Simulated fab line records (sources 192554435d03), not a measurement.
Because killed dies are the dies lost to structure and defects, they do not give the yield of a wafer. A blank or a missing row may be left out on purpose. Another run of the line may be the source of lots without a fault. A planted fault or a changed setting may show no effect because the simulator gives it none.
Split-lot trial :: flow n5Finfet :: route with 1938 steps; 7 lots, 21 wafers read

== SPLIT DETAILS ==
At N5_BEOL_M0_CUTY_ETCH_63 (etches SOC in N2/H2, target depth 82.7 nm, overetch 16.5 nm, time 124 s), the setting sourceW was moved away from the recipe's 840 W on 3 of the 21 wafers read, by -8.5% to +14.8%. All remaining wafers had this setting at the recipe value.

Reading taken at the split's own step.

== THE READING ==
rfVppV, in V, at N5_BEOL_M0_CUTY_ETCH_63 (etches SOC in N2/H2, target depth 82.7 nm, overetch 16.5 nm, time 124 s). On this fab line, fault-free wafers typically give 524.8 V with a standard deviation of 2.6 V.

wafer: L085.1
tool, chamber at the split: rieDiel-05, 0
sourceW as run, W: 840
against the recipe: recipe
rfVppV, V: 524.5
against lot-mates on the recipe: -

wafer: L085.2
tool, chamber at the split: rieDiel-05, 1
sourceW as run, W: 840
against the recipe: recipe
rfVppV, V: 523.8
against lot-mates on the recipe: -

wafer: L085.3
tool, chamber at the split: rieDiel-05, 3
sourceW as run, W: 840
against the recipe: recipe
rfVppV, V: 528.9
against lot-mates on the recipe: -

wafer: L086.1
tool, chamber at the split: rieDiel-05, 3
sourceW as run, W: 840
against the recipe: recipe
rfVppV, V: 527.0
against lot-mates on the recipe: -

wafer: L086.2
tool, chamber at the split: rieDiel-05, 1
sourceW as run, W: 840
against the recipe: recipe
rfVppV, V: 524.6
against lot-mates on the recipe: -

wafer: L086.4
tool, chamber at the split: rieDiel-05, 1
sourceW as run, W: 840
against the recipe: recipe
rfVppV, V: 522.3
against lot-mates on the recipe: -

wafer: L088.3
tool, chamber at the split: rieDiel-01, 2
sourceW as run, W: 840
against the recipe: recipe
rfVppV, V: 526.5
against lot-mates on the recipe: -

wafer: L088.4
tool, chamber at the split: rieDiel-01, 0
sourceW as run, W: 840
against the recipe: recipe
rfVppV, V: 528.2
against lot-mates on the recipe: -

wafer: L088.6
tool, chamber at the split: rieDiel-01, 0
sourceW as run, W: 840
against the recipe: recipe
rfVppV, V: 527.4
against lot-mates on the recipe: -

wafer: L089.1
tool, chamber at the split: rieDiel-05, 2
sourceW as run, W: 768.3
against the recipe: -8.5%
rfVppV, V: 539.0
against lot-mates on the recipe: +15.2

wafer: L089.4
tool, chamber at the split: rieDiel-05, 2
sourceW as run, W: 840
against the recipe: recipe
rfVppV, V: 523.5
against lot-mates on the recipe: -

wafer: L089.6
tool, chamber at the split: rieDiel-05, 1
sourceW as run, W: 840
against the recipe: recipe
rfVppV, V: 524.1
against lot-mates on the recipe: -

wafer: L091.2
tool, chamber at the split: rieDiel-01, 3
sourceW as run, W: 840
against the recipe: recipe
rfVppV, V: 524.7
against lot-mates on the recipe: -

wafer: L091.3
tool, chamber at the split: rieDiel-01, 0
sourceW as run, W: 840
against the recipe: recipe
rfVppV, V: 530.4
against lot-mates on the recipe: -

wafer: L091.5
tool, chamber at the split: rieDiel-01, 2
sourceW as run, W: 964.4
against the recipe: +14.8%
rfVppV, V: 502.3
against lot-mates on the recipe: -25.2

wafer: L090.1
tool, chamber at the split: rieDiel-02, 0
sourceW as run, W: 887
against the recipe: +5.6%
rfVppV, V: 510.3
against lot-mates on the recipe: -13.7

wafer: L090.4
tool, chamber at the split: rieDiel-02, 2
sourceW as run, W: 840
against the recipe: recipe
rfVppV, V: 527.1
against lot-mates on the recipe: -

wafer: L090.6
tool, chamber at the split: rieDiel-02, 0
sourceW as run, W: 840
against the recipe: recipe
rfVppV, V: 520.9
against lot-mates on the recipe: -

wafer: L096.4
tool, chamber at the split: rieDiel-01, 0
sourceW as run, W: 840
against the recipe: recipe
rfVppV, V: 527.1
against lot-mates on the recipe: -

wafer: L096.5
tool, chamber at the split: rieDiel-01, 3
sourceW as run, W: 840
against the recipe: recipe
rfVppV, V: 525.8
against lot-mates on the recipe: -

wafer: L096.6
tool, chamber at the split: rieDiel-01, 2
sourceW as run, W: 840
against the recipe: recipe
rfVppV, V: 526.9
against lot-mates on the recipe: -

FIT RESULTS
A straight line over all 21 wafers: rfVppV changes by -1.68 V for each +1% of sourceW; r = -0.93; the points scatter about the line by 2.7 V.
The same after taking each lot's own level away (the mean of its wafers on the recipe; 21 wafers): -1.79 V for each +1%; r = -0.96; scatter 2 V.
The reading moves by 27 V for the largest change in sourceW, on that fit.
The span of the lots' own levels, 523.80 to 527.55 V, comes to 1.4 times the standard deviation stated above.
Consequently the slope shifts little with the lot-to-lot level, the two slopes agreeing.
Check: -29.7 V against its lot-mates is what the line predicts for one of the wafers moved furthest among these (+14.8%) when that wafer is left out of the fit. Against them it came out at -25.2 V.
Tool readings at the split's step, against how far the setting was moved: rfVppV r = -0.93.

== ADDITIONAL SPLITS CARRIED BY THESE WAFERS ==
Other splits were also applied to these wafers ahead of the reading. Each is held against what the fit with the lots' levels taken away leaves over:
other split on the same wafers: N5_SD_EPI_N_EPI_21 tempC
wafers away from the commonest value: 12
r with rfVppV (lot level and that fit taken away): +0.16

other split on the same wafers: N5_HKMG_FIN_PEB_10 pebTimeS
wafers away from the commonest value: 6
r with rfVppV (lot level and that fit taken away): +0.12

other split on the same wafers: N5_HKMG_FIN_DEVELOP_11 developTimeS
wafers away from the commonest value: 6
r with rfVppV (lot level and that fit taken away): -0.02

other split on the same wafers: N5_MOL_CONTACT_COAG_ETCH_91 sourceW
wafers away from the commonest value: 8
r with rfVppV (lot level and that fit taken away): +0.30

other split on the same wafers: N5_BEOL_M0_SAQP_ETCH_107 sourceW
wafers away from the commonest value: 8
r with rfVppV (lot level and that fit taken away): +0.28

== THE FILE'S OWN FIT ==
rfVppV changes by -1.79 V for each +1% of sourceW, r = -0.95.
